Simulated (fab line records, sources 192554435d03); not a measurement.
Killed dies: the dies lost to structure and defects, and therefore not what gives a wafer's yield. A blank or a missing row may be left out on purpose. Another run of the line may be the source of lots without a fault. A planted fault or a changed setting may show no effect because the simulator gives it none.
fab line records -- flow n5Finfet
record: lots: 11, wafers: 33, lastDay: 18
route steps=1938 shown BEOL_M7@1309
lots untouched by any fault: they come from a run of this same line in which no faults occurred
startH: start of the lot's first displayed wafer, in hours after the record's first day -- waitH: hours elapsed since this lot's preceding step -- " as in the row above -- L1.1+2: a row that stands for several wafers -- - no value present, or no start provided -- * or withheld: withheld -- < > ~ a bound
route shown NAME@n: a module of which the file shows steps, and the number in the route of the first -- usual: mean/standard deviation of fault-free wafers -- same: alike in all rows -- chamber/n: place in a boat -- sites: each site's reading -- _std_site: standard deviation across them -- _edge_site: mean of outer sites minus mean of inner sites -- radiusMm: for every site, how far away it sits from the centre of the wafer -- mask NAME#n: copy n -- behind: tool/chamber where the wafer was last shaped -- hold: reason for holding the lot/hours on hold/outcome of the hold -- device: whichever transistor did not switch (one of n, p or np) -- end of line: tests run on the same wafers once the route is complete -- a step given without rows: its recipe and nothing more -- killed: at the first sort, the dies lost to defects and structure; wafer yield is something else -- map: a wafer's dies, x killed, . not, _ none there
set.NAME: the setting as run; set.NAME@STEP: as run at that earlier step -- model.NAME: the simulator's own value behind a step, which no gauge read
one table for each step of the route and one row for each wafer, over a sample of lots
services: when a tool's chamber went out of use (startH, in hours from the record's first day, below 0 if earlier), for how many hours, and the reason
== steps ==
step: N5_BEOL_M7_ETCH_41
recipe: chemistry: CH3F/O2, target: SiCN, targetDepthA: 319, taperDeg: 2, timeS: 57.8, ionEnergyEv: 120, maskMaterial: TiN, pressureMtorr: 30, sourceW: 395, biasW: 75, Ar_flow_sccm: 150, CH3F_flow_sccm: 30, O2_flow_sccm: 20
usual: biasW: 75.00/0.22, drypumpMotorCurrentA: 5.7/0.45, oesProductAu: 0.80/0.085, rfVppV: 297.6/2, showerheadPlenumPTorr: 2.01/0.082, throttleValvePct: 16.40/0.2
lot.wafer,tool,chamber,startH,waitH,biasW,drypumpMotorCurrentA,oesProductAu,rfHoursCounterH,rfVppV,showerheadPlenumPTorr,throttleValvePct
L501.3,rieDiel-02,2,-,-,75.28,5.8,0.86,46,301.3,2.10,16.14
L501.5,rieDiel-02,0,-,-,75.11,5.7,0.70,-,297.9,1.99,16.63
L501.6,rieDiel-02,3,-,-,74.60,5.7,0.91,-,295.7,1.96,16.27
L503.4,rieDiel-04,1,-,-,75.28,5.2,0.69,240,296.8,1.97,16.54
L503.5,rieDiel-04,1,-,-,75.18,5.1,0.69,-,297.3,1.97,16.55
L503.6,rieDiel-04,0,-,-,75.13,4.8,0.90,-,299.2,2.13,16.14
L504.2,rieDiel-02,0,-,-,75.03,5.7,0.70,207,296.9,1.99,16.63
L504.5,rieDiel-02,0,-,-,74.94,5.8,0.70,-,296.6,1.99,16.64
L504.6,rieDiel-02,1,-,-,74.87,5.1,0.91,-,297.1,1.97,16.40
L505.3,rieDiel-05,2,-,-,75.12,5.5,0.79,103,295.8,1.93,16.39
L505.4,rieDiel-05,0,-,-,75.04,5.4,0.68,-,295.4,1.88,16.42
L505.6,rieDiel-05,3,-,-,74.77,5.9,0.85,-,299.1,2.11,16.15
L508.1,rieDiel-04,3,-,-,74.70,6.2,0.76,148,296.0,1.93,16.65
L508.4,rieDiel-04,0,-,-,75.44,4.8,0.86,-,300.3,2.12,16.17
L508.5,rieDiel-04,2,-,-,75.03,6.1,0.83,-,300.6,2.11,16.53
L516.2,rieDiel-04,3,-,-,74.93,6.2,0.76,161,294.7,1.93,16.69
L516.5,rieDiel-04,1,-,-,74.96,5.2,0.97,-,297.1,1.97,16.14
L516.6,rieDiel-04,2,-,-,75.16,6.1,0.81,-,298.5,2.10,16.56
L520.1,rieDiel-02,2,-,-,75.03,5.8,0.82,77,301.1,2.09,16.18
L520.2,rieDiel-02,1,-,-,74.79,5.1,0.86,57,296.7,1.96,16.44
L520.4,rieDiel-02,3,-,-,75.20,5.7,0.86,67,294.9,1.95,16.34
L521.1,rieDiel-05,0,-,-,75.34,5.4,0.95,11,300.1,2.12,16.05
L521.5,rieDiel-05,3,-,-,75.14,5.9,0.81,-,300.2,2.10,16.20
L521.6,rieDiel-05,2,-,-,75.10,5.5,0.77,-,295.1,1.92,16.46
L522.3,rieDiel-05,3,-,-,75.15,5.9,0.81,92,299.4,2.10,16.20
L522.5,rieDiel-05,1,-,-,75.17,6.3,0.66,-,296.3,1.97,16.64
L522.6,rieDiel-05,2,-,-,74.77,5.5,0.76,-,295.9,1.92,16.46
L523.1,rieDiel-02,1,-,-,75.14,5.0,0.86,66,296.3,1.95,16.46
L523.2,rieDiel-02,3,-,-,74.80,5.7,0.85,78,295.5,1.94,16.37
L523.4,rieDiel-02,3,-,-,75.05,5.7,0.85,-,297.2,1.94,16.37
L524.2,rieDiel-05,1,-,-,74.59,6.3,0.65,243,295.7,1.97,16.66
L524.3,rieDiel-05,2,-,-,74.76,5.5,0.75,145,295.2,1.92,16.48
L524.5,rieDiel-05,2,-,-,74.95,5.5,0.75,-,296.0,1.92,16.46
step: N5_BEOL_M7_DEGAS_44
recipe: ambient: vacuum, tempC: 250, timeS: 60
usual: heaterPowerW: 323/26
lot.wafer,tool,chamber,startH,waitH,heaterPowerW
L501.3,pvdSputter-02,-,223.88,1.7,368
L501.5,pvdSputter-02,-,223.88,1.7,311
L501.6,pvdSputter-02,-,223.88,1.7,278
L503.4,pvdSputter-02,-,234.11,2.0,376
L503.5,pvdSputter-02,-,234.11,2.0,312
L503.6,pvdSputter-02,-,234.11,2.0,285
L504.2,pvdSputter-02,-,239.89,0.4,312
L504.5,pvdSputter-02,-,239.89,0.4,317
L504.6,pvdSputter-02,-,239.89,0.4,376
L505.3,pvdSputter-02,-,243.50,0.2,286
L505.4,pvdSputter-02,-,243.50,0.2,321
L505.6,pvdSputter-02,-,243.50,0.2,319
L508.1,pvdSputter-03,-,272.16,0.5,298
L508.4,pvdSputter-03,-,272.16,0.5,336
L508.5,pvdSputter-03,-,272.16,0.5,372
L516.2,pvdSputter-02,-,310.78,0.3,319
L516.5,pvdSputter-02,-,310.78,0.3,364
L516.6,pvdSputter-02,-,310.78,0.3,313
L520.1,pvdSputter-01,-,326.77,1.2,327
L520.2,pvdSputter-01,-,326.77,1.2,319
L520.4,pvdSputter-01,-,326.77,1.2,300
L521.1,pvdSputter-01,-,331.58,0.3,331
L521.5,pvdSputter-01,-,331.58,0.3,315
L521.6,pvdSputter-01,-,331.58,0.3,301
L522.3,pvdSputter-01,-,340.60,0.3,301
L522.5,pvdSputter-01,-,340.60,0.3,321
L522.6,pvdSputter-01,-,340.60,0.3,340
L523.1,pvdSputter-01,-,358.51,0.3,329
L523.2,pvdSputter-01,-,358.51,0.3,316
L523.4,pvdSputter-01,-,358.51,0.3,298
L524.2,pvdSputter-02,-,362.69,0.4,378
L524.3,pvdSputter-02,-,362.69,0.4,309
L524.5,pvdSputter-02,-,362.69,0.4,306
step: N5_BEOL_M7_CVD_78
recipe: material: Co, targetThkA: 20, tempC: withheld, precursor: CCTBA/H2, pressureTorr: 30, timeS: 142.3
usual: runLengthS: 165.1/0.64
lot.wafer,tool,chamber,startH,waitH,runLengthS
L501.3,cvdCo-01,2,224.59,0.3,165.0
L501.5,cvdCo-01,1,224.59,0.3,165.7
L501.6,cvdCo-01,2,224.59,0.3,165.1
L503.4,cvdCo-02,0,234.85,0.3,165.7
L503.5,cvdCo-02,1,234.85,0.3,164.1
L503.6,cvdCo-02,2,234.85,0.3,165.4
L504.2,cvdCo-01,0,240.41,0.0,164.3
L504.5,cvdCo-01,1,240.41,0.0,166.2
L504.6,cvdCo-01,0,240.41,0.0,164.3
L505.3,cvdCo-01,2,244.60,0.3,165.1
L505.4,cvdCo-01,0,244.60,0.3,165.3
L505.6,cvdCo-01,1,244.60,0.3,166.5
L508.1,cvdCo-01,0,272.67,0.1,162.6
L508.4,cvdCo-01,1,272.67,0.1,165.5
L508.5,cvdCo-01,0,272.67,0.1,164.6
L516.2,cvdCo-02,2,311.48,0.3,165.8
L516.5,cvdCo-02,0,311.48,0.3,165.6
L516.6,cvdCo-02,1,311.48,0.3,164.5
L520.1,cvdCo-01,1,327.43,0.2,165.7
L520.2,cvdCo-01,0,327.43,0.2,164.6
L520.4,cvdCo-01,1,327.43,0.2,165.9
L521.1,cvdCo-02,2,332.06,0.0,165.2
L521.5,cvdCo-02,2,332.06,0.0,165.6
L521.6,cvdCo-02,1,332.06,0.0,163.9
L522.3,cvdCo-02,0,341.14,0.0,166.1
L522.5,cvdCo-02,1,341.14,0.0,163.9
L522.6,cvdCo-02,0,341.14,0.0,165.7
L523.1,cvdCo-02,2,359.14,0.1,165.3
L523.2,cvdCo-02,0,359.14,0.1,165.3
L523.4,cvdCo-02,0,359.14,0.1,166.0
L524.2,cvdCo-01,1,363.26,0.1,166.0
L524.3,cvdCo-01,2,363.26,0.1,165.1
L524.5,cvdCo-01,2,363.26,0.1,165.5
step: N5_BEOL_M7_ANNEAL_51
recipe: tempC: 225, timeS: 90, ambient: N2
usual: wafer_temp_C_max: 225.75/0.24
lot.wafer,tool,chamber,startH,waitH,wafer_temp_C_max
L501.3,rtpAnneal-01,0,225.04,0.1,225.69
L501.5,rtpAnneal-01,0,225.04,0.1,225.52
L501.6,rtpAnneal-01,0,225.04,0.1,225.74
L503.4,rtpAnneal-02,0,235.36,0.3,225.82
L503.5,rtpAnneal-02,0,235.36,0.3,226.35
L503.6,rtpAnneal-02,0,235.36,0.3,226.01
L504.2,rtpAnneal-01,0,240.91,0.2,225.42
L504.5,rtpAnneal-01,0,240.91,0.2,225.40
L504.6,rtpAnneal-01,0,240.91,0.2,225.34
L505.3,rtpAnneal-01,0,246.36,0.2,225.40
L505.4,rtpAnneal-01,0,246.36,0.2,225.58
L505.6,rtpAnneal-01,0,246.36,0.2,225.56
L508.1,rtpAnneal-01,0,273.06,0.1,225.56
L508.4,rtpAnneal-01,0,273.06,0.1,225.80
L508.5,rtpAnneal-01,0,273.06,0.1,225.78
L516.2,rtpAnneal-02,0,312.29,0.5,225.80
L516.5,rtpAnneal-02,0,312.29,0.5,226.18
L516.6,rtpAnneal-02,0,312.29,0.5,225.53
L520.1,rtpAnneal-01,0,328.13,0.3,225.85
L520.2,rtpAnneal-01,0,328.13,0.3,225.41
L520.4,rtpAnneal-01,0,328.13,0.3,225.54
L521.1,rtpAnneal-02,0,332.66,0.3,225.99
L521.5,rtpAnneal-02,0,332.66,0.3,226.04
L521.6,rtpAnneal-02,0,332.66,0.3,226.12
L522.3,rtpAnneal-01,0,341.63,0.1,225.61
L522.5,rtpAnneal-01,0,341.63,0.1,225.54
L522.6,rtpAnneal-01,0,341.63,0.1,225.76
L523.1,rtpAnneal-01,0,359.75,0.3,225.47
L523.2,rtpAnneal-01,0,359.75,0.3,225.56
L523.4,rtpAnneal-01,0,359.75,0.3,225.62
L524.2,rtpAnneal-02,0,363.87,0.3,226.02
L524.3,rtpAnneal-02,0,363.87,0.3,226.21
L524.5,rtpAnneal-02,0,363.87,0.3,225.67
== services ==
tool,chamber,startH,hours,kind
rieDiel-05,-,207.71,14.6,pm
rieDiel-05,1,238.66,19.1,repair
rieDiel-02,3,253.47,2.3,repair
cvdCo-01,-,255.69,0.6,repair
rieDiel-04,1,263.33,-,clean
rieDiel-04,1,263.33,-,consumableReplace:focusRing
rieDiel-04,1,263.33,21.3,scheduledDown
rieDiel-04,1,263.33,21.3,ventCycle
rieDiel-05,0,273.24,-,clean
rieDiel-05,0,273.24,-,consumableReplace:focusRing
rieDiel-05,0,273.24,-,consumableReplace:showerhead
cvdCo-02,-,303.82,0.4,repair
pvdSputter-01,-,312.40,8.6,repair
cvdCo-01,1,333.33,-,clean
cvdCo-01,1,333.33,22.0,scheduledDown
cvdCo-01,1,333.33,22.0,ventCycle
rieDiel-04,3,352.37,5.9,repair
== key ==
firstSign: step: N5_BEOL_M7_CVD_78, reading: runLengthS, direction: down, sigmas: 3.9, usual: *, struck: *
effect none on later readings
metAt N5_BEOL_M7_CVD_78
struckLots L508
struckWafers L508.1
notActingAt N5_BEOL_M7_ETCH_41,N5_BEOL_M7_DEGAS_44,N5_BEOL_M7_ANNEAL_51
onsetBetween 244.60 272.67
fault: kind: processParameterDrift, tool: cvdCo-01, chamber: -, onsetH: 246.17, steps: N5_BEOL_M7_CVD_78, channel: timeS, offset: *, shape: step, endH: 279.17, scope: struckWafersOnly, actsIn: *, stated: *
